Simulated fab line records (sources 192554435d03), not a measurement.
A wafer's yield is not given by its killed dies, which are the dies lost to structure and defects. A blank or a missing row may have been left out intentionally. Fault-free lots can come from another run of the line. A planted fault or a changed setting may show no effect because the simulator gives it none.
Matching of chambers || flow n5 finfet || N5_BEOL_M14_STRIP_37 on rie diel-05: 4 sister chambers
The step strips in O2. 24 wafers are shown with their chamber, then 11 later ones without.

== WAFERS PAIRED WITH THEIR CHAMBERS ==
{"wafer": "L074.1", "chamber": 3, "drypump motor current A (A)": 5.8, "showerhead plenum p Torr (Torr)": 2.06, "throttle valve pct (%)": 17.18}
{"wafer": "L074.2", "chamber": 2, "drypump motor current A (A)": 5.2, "showerhead plenum p Torr (Torr)": 1.99, "throttle valve pct (%)": 16.84}
{"wafer": "L074.5", "chamber": 1, "drypump motor current A (A)": 6.0, "showerhead plenum p Torr (Torr)": 2.06, "throttle valve pct (%)": 16.36}
{"wafer": "L079.2", "chamber": 0, "drypump motor current A (A)": 5.1, "showerhead plenum p Torr (Torr)": 2.07, "throttle valve pct (%)": 16.34}
{"wafer": "L079.4", "chamber": 2, "drypump motor current A (A)": 5.2, "showerhead plenum p Torr (Torr)": 1.99, "throttle valve pct (%)": 16.85}
{"wafer": "L079.6", "chamber": 3, "drypump motor current A (A)": 5.7, "showerhead plenum p Torr (Torr)": 2.06, "throttle valve pct (%)": 16.70}
{"wafer": "L081.3", "chamber": 2, "drypump motor current A (A)": 5.1, "showerhead plenum p Torr (Torr)": 1.99, "throttle valve pct (%)": 16.86}
{"wafer": "L081.5", "chamber": 2, "drypump motor current A (A)": 5.1, "showerhead plenum p Torr (Torr)": 1.99, "throttle valve pct (%)": 16.87}
{"wafer": "L081.6", "chamber": 3, "drypump motor current A (A)": 5.7, "showerhead plenum p Torr (Torr)": 2.06, "throttle valve pct (%)": 16.70}
{"wafer": "L085.1", "chamber": 2, "drypump motor current A (A)": 5.1, "showerhead plenum p Torr (Torr)": 1.98, "throttle valve pct (%)": 16.88}
{"wafer": "L085.2", "chamber": 0, "drypump motor current A (A)": 5.1, "showerhead plenum p Torr (Torr)": 2.07, "throttle valve pct (%)": 16.37}
{"wafer": "L085.3", "chamber": 1, "drypump motor current A (A)": 6.0, "showerhead plenum p Torr (Torr)": 2.05, "throttle valve pct (%)": 16.38}
{"wafer": "L085.4", "chamber": 0, "drypump motor current A (A)": 5.1, "showerhead plenum p Torr (Torr)": 2.07, "throttle valve pct (%)": 16.36}
{"wafer": "L085.5", "chamber": 1, "drypump motor current A (A)": 6.0, "showerhead plenum p Torr (Torr)": 2.05, "throttle valve pct (%)": 16.38}
{"wafer": "L085.6", "chamber": 2, "drypump motor current A (A)": 5.1, "showerhead plenum p Torr (Torr)": 1.98, "throttle valve pct (%)": 16.86}
{"wafer": "L084.1", "chamber": 2, "drypump motor current A (A)": 5.1, "showerhead plenum p Torr (Torr)": 1.98, "throttle valve pct (%)": 16.88}
{"wafer": "L084.3", "chamber": 1, "drypump motor current A (A)": 6.0, "showerhead plenum p Torr (Torr)": 2.05, "throttle valve pct (%)": 16.40}
{"wafer": "L084.6", "chamber": 1, "drypump motor current A (A)": 6.0, "showerhead plenum p Torr (Torr)": 2.05, "throttle valve pct (%)": 16.42}
{"wafer": "L086.3", "chamber": 3, "drypump motor current A (A)": 5.7, "showerhead plenum p Torr (Torr)": 2.06, "throttle valve pct (%)": 16.71}
{"wafer": "L086.4", "chamber": 1, "drypump motor current A (A)": 6.0, "showerhead plenum p Torr (Torr)": 2.05, "throttle valve pct (%)": 16.42}
{"wafer": "L086.5", "chamber": 0, "drypump motor current A (A)": 5.1, "showerhead plenum p Torr (Torr)": 2.06, "throttle valve pct (%)": 16.39}
{"wafer": "L091.1", "chamber": 1, "drypump motor current A (A)": 6.0, "showerhead plenum p Torr (Torr)": 2.05, "throttle valve pct (%)": 16.40}
{"wafer": "L091.4", "chamber": 2, "drypump motor current A (A)": 5.1, "showerhead plenum p Torr (Torr)": 1.98, "throttle valve pct (%)": 16.88}
{"wafer": "L091.6", "chamber": 3, "drypump motor current A (A)": 5.8, "showerhead plenum p Torr (Torr)": 2.06, "throttle valve pct (%)": 16.71}

SIGNATURES, as means of the wafers listed above
{"reading": "drypump motor current A", "chamber 0": 5.100, "chamber 1": 6.000, "chamber 2": 5.125, "chamber 3": 5.740, "scatter within a chamber": 0.0367}
{"reading": "showerhead plenum p Torr", "chamber 0": 2.0675, "chamber 1": 2.0514, "chamber 2": 1.9850, "chamber 3": 2.0600, "scatter within a chamber": 0.00425}
{"reading": "throttle valve pct", "chamber 0": 16.3650, "chamber 1": 16.3943, "chamber 2": 16.8650, "chamber 3": 16.8000, "scatter within a chamber": 0.0966}
Rule: a wafer's distance from a chamber is the root of the sum, over the readings, of the square of ((its reading less the chamber's mean) divided by the reading's scatter). If the next closest chamber is less than 2 further off than the closest, the wafer can't be placed; otherwise it belongs to the closest. The scatter: the root of (the sum of the squares of (reading less its chamber's mean) over the shown wafers, divided by (wafers less chambers)).

== WAFERS WHOSE CHAMBER IS MISSING ==
{"wafer": "L089.2", "drypump motor current A (A)": 6.0, "showerhead plenum p Torr (Torr)": 2.04, "throttle valve pct (%)": 16.43}
{"wafer": "L089.3", "drypump motor current A (A)": 5.1, "showerhead plenum p Torr (Torr)": 1.98, "throttle valve pct (%)": 16.88}
{"wafer": "L089.6", "drypump motor current A (A)": 5.1, "showerhead plenum p Torr (Torr)": 2.06, "throttle valve pct (%)": 16.39}
{"wafer": "L092.3", "drypump motor current A (A)": 5.1, "showerhead plenum p Torr (Torr)": 2.06, "throttle valve pct (%)": 16.39}
{"wafer": "L092.4", "drypump motor current A (A)": 6.0, "showerhead plenum p Torr (Torr)": 2.04, "throttle valve pct (%)": 16.39}
{"wafer": "L092.6", "drypump motor current A (A)": 5.2, "showerhead plenum p Torr (Torr)": 1.98, "throttle valve pct (%)": 16.84}
{"wafer": "L095.2", "drypump motor current A (A)": 5.7, "showerhead plenum p Torr (Torr)": 2.05, "throttle valve pct (%)": 16.74}
{"wafer": "L095.5", "drypump motor current A (A)": 6.0, "showerhead plenum p Torr (Torr)": 2.04, "throttle valve pct (%)": 16.42}
{"wafer": "L095.6", "drypump motor current A (A)": 5.1, "showerhead plenum p Torr (Torr)": 2.06, "throttle valve pct (%)": 16.41}
{"wafer": "L097.1", "drypump motor current A (A)": 5.1, "showerhead plenum p Torr (Torr)": 2.05, "throttle valve pct (%)": 16.42}
{"wafer": "L097.2", "drypump motor current A (A)": 6.0, "showerhead plenum p Torr (Torr)": 2.04, "throttle valve pct (%)": 16.45}

== THE CHAMBER EACH PASSED THROUGH ==
{"wafer": "L089.2", "from the rows above": 1, "in truth": 1}
{"wafer": "L089.3", "from the rows above": 2, "in truth": 2}
{"wafer": "L089.6", "from the rows above": 0, "in truth": 0}
{"wafer": "L092.3", "from the rows above": 0, "in truth": 0}
{"wafer": "L092.4", "from the rows above": 1, "in truth": 1}
{"wafer": "L092.6", "from the rows above": 2, "in truth": 2}
{"wafer": "L095.2", "from the rows above": 3, "in truth": 3}
{"wafer": "L095.5", "from the rows above": 1, "in truth": 1}
{"wafer": "L095.6", "from the rows above": 0, "in truth": 0}
{"wafer": "L097.1", "from the rows above": 0, "in truth": 0}
{"wafer": "L097.2", "from the rows above": 1, "in truth": 1}
Correct placement for 11 of the 11. Number that these rows cannot place: 0. Wrongly placed: 0.
